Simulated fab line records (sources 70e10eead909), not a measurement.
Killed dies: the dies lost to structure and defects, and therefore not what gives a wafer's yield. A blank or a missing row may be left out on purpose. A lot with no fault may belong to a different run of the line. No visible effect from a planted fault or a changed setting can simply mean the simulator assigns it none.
Which of the tools did it? :: flow nand_harc :: 6 lots with 18 wafers sampled at 5 steps, on a route of 1302 steps

## WHAT EACH GAUGE READ, for each wafer
NHARC_END_SORT_01.
lot: L611
measured: day 25 07:35
on: prober-01
killed_dies: 78 73 61

lot: L613
measured: day 25 12:42
on: prober-02
killed_dies: 33 27 24

lot: L617
measured: day 27 06:13
on: prober-02
killed_dies: 85 66 84

lot: L622
measured: day 29 12:43
on: prober-01
killed_dies: 76 61 68

lot: L629
measured: day 32 19:46
on: prober-01
killed_dies: 665 64 67

lot: L633
measured: day 33 21:07
on: prober-01
killed_dies: 30 23 21

## WHAT TOOL EACH LOT RAN ON (gives the tool, then ch and the chambers of the sampled wafers, and finally the start)
lot: L611
NHARC_A_STAIRCASE_TRIM_24: rie_diel-13 ch 0,1,3, day 16 17:55 or earlier
NHARC_A_STAIRCASE_ETCH_188: rie_diel-13 ch 1,2,3, day 16 17:55 or earlier
NHARC_A_STAIRCASE_TRIM_191: rie_diel-13 ch 0,3, day 16 17:55
NHARC_A_STAIRCASE_TRIM_198: rie_diel-13 ch 0,1, day 25 07:35 or earlier

lot: L613
NHARC_A_STAIRCASE_TRIM_24: rie_diel-13 ch 0,3, day 17 08:50 or earlier
NHARC_A_STAIRCASE_ETCH_188: rie_diel-04 ch 1,3, day 17 08:50 or earlier
NHARC_A_STAIRCASE_TRIM_191: rie_diel-04 ch 0,2,3, day 17 08:50
NHARC_A_STAIRCASE_TRIM_198: rie_diel-04 ch 0,1,2, day 25 12:42 or earlier

lot: L617
NHARC_A_STAIRCASE_TRIM_24: rie_diel-08 ch 1,2, day 19 02:42 or earlier
NHARC_A_STAIRCASE_ETCH_188: rie_diel-13 ch 0,1,3, day 19 02:42 or earlier
NHARC_A_STAIRCASE_TRIM_191: rie_diel-13 ch 0,3, day 19 02:42
NHARC_A_STAIRCASE_TRIM_198: rie_diel-08 ch 0,1,3, day 27 06:13 or earlier

lot: L622
NHARC_A_STAIRCASE_TRIM_24: rie_diel-08 ch 0,1,3, day 20 14:35 or earlier
NHARC_A_STAIRCASE_ETCH_188: rie_diel-04 ch 0,1,2, day 20 14:35 or earlier
NHARC_A_STAIRCASE_TRIM_191: rie_diel-04 ch 0,2,3, day 20 14:35
NHARC_A_STAIRCASE_TRIM_198: rie_diel-04 ch 2,3, day 29 12:43 or earlier

lot: L629
NHARC_A_STAIRCASE_TRIM_24: rie_diel-13 ch 0,1, day 24 03:53 or earlier
NHARC_A_STAIRCASE_ETCH_188: rie_diel-04 ch 0,2,3, day 24 03:53 or earlier
NHARC_A_STAIRCASE_TRIM_191: rie_diel-04 ch 0,3, day 24 03:53
NHARC_A_STAIRCASE_TRIM_198: rie_diel-08 ch 1,2, day 32 19:46 or earlier

lot: L633
NHARC_A_STAIRCASE_TRIM_24: rie_diel-13 ch 1,2,3, day 25 15:41 or earlier
NHARC_A_STAIRCASE_ETCH_188: rie_diel-13 ch 2,3, day 25 15:41 or earlier
NHARC_A_STAIRCASE_TRIM_191: rie_diel-13 ch 1,3, day 25 15:41
NHARC_A_STAIRCASE_TRIM_198: rie_diel-04 ch 0,1, day 33 21:07 or earlier
- NHARC_A_STAIRCASE_TRIM_24: chemistry O2, time 211.2 s.
- NHARC_A_STAIRCASE_ETCH_188: etches the open film in C4F8/O2, target depth 100 nm, time 40.5 s.
- NHARC_A_STAIRCASE_TRIM_191: chemistry O2, time 211.2 s.
- NHARC_A_STAIRCASE_TRIM_198: chemistry O2, time 211.2 s.

## THE ANSWER, worked out from the rows above alone
Rule: the usual values come from the lots themselves. The widest of any qualifying gaps counts: lots, ordered by their means at a reading, are off when they make up no more than a third of the lots, leave a main group of 4 or more, and stand apart from it by 3 or more times the standard deviation of that group's means. The tables above print the reading to a certain number of digits; a main group whose means all agree to those digits is not used. Also off: a lot with no number at a reading for which 4 or more lots have one. All remaining lots with rows at the step are treated as sound.
Off, at NHARC_END_SORT_01 on killed_dies: L629. Main group: mean 54, sd 23.
If a tool, at a process step before that reading, ran all the lots that are off and no sound lot after the first of them, it fits. Gauges at NHARC_END_SORT_01: tried the same way as those tools. With no start given for some of its lots, NHARC_A_STAIRCASE_TRIM_24 uses the hours and lot order of NHARC_A_STAIRCASE_TRIM_191. With no start given for some of its lots, NHARC_A_STAIRCASE_ETCH_188 uses the hours and lot order of NHARC_A_STAIRCASE_TRIM_191. With no start given for some of its lots, NHARC_A_STAIRCASE_TRIM_198 uses the hours and lot order of NHARC_END_SORT_01. This does not decide it: 2 tools fit, namely rie_diel-04 at NHARC_A_STAIRCASE_ETCH_188 and NHARC_A_STAIRCASE_TRIM_191 and rie_diel-08 at NHARC_A_STAIRCASE_TRIM_198.

## WHAT HAD BEEN PUT IN BY THE SIMULATOR
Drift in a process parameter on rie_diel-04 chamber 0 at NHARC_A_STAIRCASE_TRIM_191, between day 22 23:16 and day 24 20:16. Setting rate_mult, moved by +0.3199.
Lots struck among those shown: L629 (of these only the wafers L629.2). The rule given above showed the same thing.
